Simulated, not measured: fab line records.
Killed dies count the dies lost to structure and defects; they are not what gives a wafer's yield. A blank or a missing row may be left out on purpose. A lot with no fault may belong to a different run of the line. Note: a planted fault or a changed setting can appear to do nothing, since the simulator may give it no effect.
Struck lot and sound lot, side by side + flow nand harc + 18 steps out of a route of 1302
Sound: these wafers, L566.1, L566.5, L566.6. Struck: wafers L571.1, L571.2, L571.5. Last of all comes the cause.
At each step with rows: each side's tool, then ch and its chambers, then its first start. Under that, the readings that differ: sound wafers + struck wafers + difference of the means + sigmas: that difference in standard deviations of wafers without a fault.
alike: words and numbers the same on both sides, and readings whose means are apart by under 2 such deviations; not compared: readings that were withheld, readings missing a value for some wafer, numbers with overlapping values and no deviation given by the record, and bounds like >300 which may hide the same value.
A row with sigmas, a row that says differs or no value, or rows on one side alone: a step with any of these is where the two part. Non-overlapping numbers with no deviation appear without sigmas and do not part them. A reading missing from all wafers of one side parts the sides only when that side holds two or more wafers.

NHARC_A_SGD_CUT_CD_MEAS_09: the cd target is 100 nm.
  sound on cd sem-03 ch 0, day 21 05:35; struck on cd sem-03 ch 0, day 22 16:07
| reading    | sound          | struck            | difference | sigmas |
|------------|----------------|-------------------|------------|--------|
| cd nm (nm) | 98.5 99.1 99.5 | 100.0 100.2 100.5 | +1.2       | +3     |
NHARC_A_SGD_CUT_OVL_MEAS_10:
  sound: overlay-01 at day 21 05:41; struck: overlay-01 at day 22 16:11
  alike: overlay x nm, overlay y nm
NHARC_A_SGD_CUT_INSPECT_11:
  sound: defect inspect-02 at day 21 05:43; struck: defect inspect-02 at day 22 16:14
  alike: raw defect count
then, 1 step without rows for these wafers: NHARC_A_SGD_CUT_DESCUM_14 (chemistry O2, time 3 s).
NHARC_A_SGD_CUT_ETCH_58: etches the open film in CF4, target depth 39 nm, time 65 s.
  sound on rie diel-11 ch 0,1,2, day 21 05:52; struck on rie diel-08 ch 1,2,3, day 22 16:23
| reading               | sound             | struck            | difference | sigmas |
|-----------------------|-------------------|-------------------|------------|--------|
| oes product au (a.u.) | 1.014 0.996 1.015 | 0.993 0.989 0.990 | -0.018     | -2     |
  alike: cf4 flow sccm, drypump motor current A, rf vpp V, showerhead plenum p Torr, throttle valve pct
  not compared: rf hours counter h
NHARC_A_SGD_CUT_ETCH_59: etches the open film in N2/H2, target depth 260 nm, time 406.25 s.
  sound on rie diel-11 ch 0,1,2; struck on rie diel-08 ch 0,3
| reading               | sound             | struck            | difference | sigmas |
|-----------------------|-------------------|-------------------|------------|--------|
| oes product au (a.u.) | 1.007 0.995 1.004 | 0.983 0.992 0.988 | -0.014     | -2     |
  alike: drypump motor current A, rf vpp V, showerhead plenum p Torr, throttle valve pct
  not compared: rf hours counter h
NHARC_A_SGD_CUT_ETCH_15: etches the open film in CH3F/O2, target depth 75 nm, time 64.3 s.
  sound on rie diel-11 ch 0,1,3; struck on rie diel-08 ch 0,1,2
  alike: drypump motor current A, oes product au, rf vpp V, showerhead plenum p Torr, throttle valve pct
  not compared: rf hours counter h
NHARC_A_SGD_CUT_ETCH_16: etches the open film in C4F8/O2/Ar, target depth 310.5 nm, time 155.2 s.
  sound on rie diel-11 ch 0,1,3; struck on rie diel-08 ch 0,2,3
  alike: oes product au, rf vpp V
  not compared: rf hours counter h
then, 1 step without rows for these wafers: NHARC_A_SGD_CUT_STRIP_60 (strips in C4F8/O2/Ar).
NHARC_A_SGD_CUT_STRIP_17: strips in O2.
  sound on rie diel-11 ch 0,3; struck on rie diel-08 ch 1,2,3
| reading                | sound                | struck               | difference | sigmas |
|------------------------|----------------------|----------------------|------------|--------|
| throttle valve pct (%) | 17.043 17.052 17.055 | 17.040 17.020 17.036 | -0.018     | -2     |
  alike: drypump motor current A, oes product au, rf vpp V, showerhead plenum p Torr
  not compared: rf hours counter h
then, 2 steps without rows for these wafers: NHARC_A_SGD_CUT_PRECLEAN_18 (cleans in SC1); NHARC_A_SGD_CUT_SRD_19.
NHARC_A_SGD_CUT_DEP_20: deposits SiO2, target thk 150 nm.
  sound on fcvd-01 ch 0,1, day 21 06:55; struck on fcvd-01 ch 0,1, day 22 17:28
then, 2 steps without rows for these wafers: NHARC_A_SGD_CUT_ANNEAL_27 (time 1800 s); NHARC_A_SGD_CUT_CMP_21 (polishes, target thk 148.19 nm).
NHARC_A_SGD_CUT_THK_MEAS_22: measures by ellipsometry.
  sound: film metro-02 at day 21 13:57; struck: film metro-01 at day 22 22:16
| reading     | sound             | struck            | difference | sigmas |
|-------------|-------------------|-------------------|------------|--------|
| thk nm (nm) | 147.2 149.3 149.5 | 143.2 141.0 141.6 | -6.7       | -5     |
then, 1 step without rows for these wafers: NHARC_A_SGD_CUT_SRD_23.
-- the record jumps here: 5 days lie between the struck wafers' starts before and after (it left off in module A_SGD_CUT and takes up again in module END, whose first step shown is number 1302 of the route) --
NHARC_END_SORT_01:
  only the struck wafers appear in the record here, on prober-02 ch 0 at day 27 21:22; the sound ones have no rows

== WHERE THEY PART ==
First at NHARC_A_SGD_CUT_CD_MEAS_09; last, within this record, at NHARC_END_SORT_01.

WHY: what the simulator had put in
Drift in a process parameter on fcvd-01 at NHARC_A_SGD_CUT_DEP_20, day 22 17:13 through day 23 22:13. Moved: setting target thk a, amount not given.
